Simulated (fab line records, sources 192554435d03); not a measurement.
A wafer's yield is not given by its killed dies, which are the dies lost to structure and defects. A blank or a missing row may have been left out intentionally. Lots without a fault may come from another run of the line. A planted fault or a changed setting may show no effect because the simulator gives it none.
Problem report, 8D (eight disciplines) form, completed by code    flow n5-finfet    the parts of the form that need people (team, actions taken, sign-off) are left out

1. WHAT IS WRONG
Wafers without a fault read 300.02 C, standard deviation 0.18; susceptor-temp-C at N5_FIN_SAQP_SPACER1_ALD_24 reads a mean of 318.64 C on 6 wafers belonging to 2 lots. So: +99 or more standard deviations from the usual mean.
The step: deposits SiO2, target thk 20.3 nm, pulse time 1 s, purge time 2 s.
The first sign was on wafer L998.2 at day 4 18:00, on ald-sin-04. The record holds 18 wafers of 6 lots with a number at this step. Rule for "out", or "out of limits": more than 4 standard deviations from the usual mean. Any other wafer with a number is counted as sound.

2. WHAT IT IS AND WHAT IT IS NOT
question                     is                      is not
which readings at this step  susceptor-temp-C        precursor-pulse-height-rel
which lots                   L100, L998              L106, L107, L110, L988
which wafers of those lots   all that have a number  -
read on which tools          ald-sin-04              ald-sin-02, ald-sin-03
when                         from day 4 18:00        up to then (3 sound wafers); but 9 sound wafers of L106, L107, L110 came after

3. WHAT RULES OUT EACH SUSPECT
Counting: a tool stays on the suspect list if, at a process step up to the reading, it processed all lots that are out and no sound lot following the first of them.
- ald-sin-04 at N5_FIN_SAQP_SPACER1_ALD_24 (deposits SiO2, target thk 20.3 nm, pulse time 1 s, purge time 2 s): ruled out as a lasting fault. The sound lots L110 went through it after L998, its earliest lot that is out (day 4 18:00).
Left after counting: nothing in the record.

4. THE CAUSE (what the simulator had put in)
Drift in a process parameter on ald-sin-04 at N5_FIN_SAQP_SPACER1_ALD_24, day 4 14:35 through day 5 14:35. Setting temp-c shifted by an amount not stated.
Counting ruled it out, wrongly.

5. THE CHAIN OF EFFECTS, in route order
Each row: a reading whose mean over the struck wafers that have a number lies more than 3 standard deviations from the usual. Scope: only readings with a usual standard deviation given in the record; hours: median across lots of the time from each lot's start at the first step in this table that gives one to its start at this step; sigmas: change in usual standard deviations.
hours  step                        reading           usual     on struck wafers  change  sigmas
0      N5_FIN_SAQP_SPACER1_ALD_24  susceptor-temp-C  300.02 C  318.64            +18.62  +99 or more
The process steps in it:
- N5_FIN_SAQP_SPACER1_ALD_24: deposits SiO2, target thk 20.3 nm, pulse time 1 s, purge time 2 s.
Later measuring or inspecting steps at which every struck wafer that the step has a row for has a number for every such reading, and none has moved that far: N5_FIN_SAQP_CD_MEAS_27.

6. WHAT WOULD HAVE CAUGHT IT SOONER
In this record the first reading out of limits was taken at day 4 18:00, 3 hours after the fault began at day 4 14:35.
